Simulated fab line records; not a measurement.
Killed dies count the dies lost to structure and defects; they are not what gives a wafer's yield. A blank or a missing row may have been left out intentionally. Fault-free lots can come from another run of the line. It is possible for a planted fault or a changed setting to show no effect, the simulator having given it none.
Chamber matching | flow n5Finfet | 4 sister chambers for N5_BEOL_M0_SAQP_SPACER1_ALD_98 on aldSin-02
The step deposits SiO2, target thk 12.8 nm, pulse time 1 s, purge time 2 s. 20 wafers are shown with their chamber, then 10 later ones without.

EACH WAFER AND ITS CHAMBER
wafer  | chamber | heaterPowerW (W) | precursorPulseHeightRel
L075.3 | 1       | 417              | 0.994
L075.4 | 3       | 465              | 1.009
L075.5 | 1       | 411              | 0.996
L076.2 | 3       | 472              | 0.976
L076.3 | 2       | 448              | 1.010
L076.4 | 1       | 417              | 0.994
L077.3 | 1       | 420              | 1.032
L077.4 | 3       | 478              | 1.013
L077.5 | 2       | 461              | 1.050
L082.1 | 1       | 418              | 1.005
L082.4 | 3       | 466              | 1.014
L082.5 | 2       | 451              | 1.015
L083.3 | 1       | 418              | 1.011
L083.5 | 1       | 409              | 0.970
L083.6 | 2       | 444              | 1.016
L085.1 | 0       | 539              | 1.004
L085.3 | 2       | 452              | 1.007
L085.5 | 1       | 421              | 1.010
L086.1 | 2       | 452              | 0.998
L086.2 | 1       | 409              | 0.979

SIGNATURES (means of the wafers above)
reading                 | chamber 0 | chamber 1 | chamber 2 | chamber 3 | scatter within a chamber
heaterPowerW            | 539.00    | 415.56    | 451.33    | 470.25    | 5.25
precursorPulseHeightRel | 1.00400   | 0.99900   | 1.01600   | 1.00300   | 0.0182
Rule: a wafer lies at a distance from a chamber equal to the root of the sum of squares, over the readings, of (its reading less the chamber's mean, divided by the reading's scatter). If the next closest chamber is less than 2 further off than the closest, the wafer can't be placed; otherwise it belongs to the closest. The scatter: the root of (the sum of the squares of (reading less its chamber's mean) over the shown wafers, divided by (wafers less chambers)).

WAFERS WHOSE CHAMBER IS MISSING
wafer  | heaterPowerW (W) | precursorPulseHeightRel
L086.6 | 474              | 1.004
L088.1 | 550              | 0.968
L088.2 | 421              | 1.012
L088.5 | 414              | 1.017
L090.1 | 537              | 0.996
L090.4 | 442              | 1.004
L090.5 | 445              | 1.015
L096.1 | 432              | 1.016
L096.2 | 549              | 0.996
L096.4 | 452              | 0.971

THE CHAMBER EACH PASSED THROUGH
wafer  | from the rows above     | in truth
L086.6 | 3                       | 3
L088.1 | 0                       | 0
L088.2 | 1                       | 1
L088.5 | 1                       | 1
L090.1 | 0                       | 0
L090.4 | 2                       | 2
L090.5 | 2                       | 2
L096.1 | can't be placed: 1 or 2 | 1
L096.2 | 0                       | 0
L096.4 | can't be placed: 2 or 3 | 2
Correctly placed: 8 of 10. Cannot be placed on the basis of these rows: 2; the candidates contain the true chamber in 2. Placed wrongly: 0.
